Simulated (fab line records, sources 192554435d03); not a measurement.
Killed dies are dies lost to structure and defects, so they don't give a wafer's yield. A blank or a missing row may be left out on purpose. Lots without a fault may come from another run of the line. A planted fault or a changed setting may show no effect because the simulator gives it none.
Chamber matching | flow n5_finfet | N5_BEOL_M4_CMP_52 on cmp-02: 4 sister chambers
The step polishes, stops on SiOC, t overpolish 6.8 s, target thk 40 nm. 4 wafers are shown with their chamber, then 8 later ones without.

WAFERS WITH THEIR CHAMBER
wafer  | chamber | motor_current_A (A)
L089.2 | 2       | 4.8
L089.5 | 0       | 6.1
L089.6 | 3       | 6.0
L092.1 | 1       | 6.7

WAFERS WITHOUT THEIR CHAMBER
wafer  | motor_current_A (A)
L092.2 | 6.2
L092.5 | 6.4
L094.2 | 5.8
L094.3 | 6.5
L094.4 | 4.5
L097.2 | 5.0
L097.4 | 6.2
L097.5 | 4.7

WHICH CHAMBER EACH WENT THROUGH
wafer  | from the rows above          | in truth
L092.2 | can't be placed: 0 or 3 or 1 | 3
L092.5 | can't be placed: 1 or 0 or 3 | 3
L094.2 | can't be placed: 3 or 0      | 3
L094.3 | can't be placed: 1 or 0 or 3 | 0
L094.4 | 2                            | 2
L097.2 | 2                            | 2
L097.4 | can't be placed: 0 or 3 or 1 | 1
L097.5 | 2                            | 2
Placed correctly: 3 of 8. Can't be placed from these rows: 5 (the true chamber is among the candidates in 5). Placed wrongly: 0.
How it was worked out, from the rows above alone: a wafer's distance from a chamber is the root of the sum, over the readings, of the square of ((its reading less the chamber's mean) divided by the reading's scatter). The wafer belongs to the nearest chamber; if the next one is less than 2 further off, it can't be placed. A chamber's mean is the mean of its shown wafers. The scatter: with one shown wafer a chamber, the root of the mean of the squares of how far each hidden wafer lies from its nearest shown one.
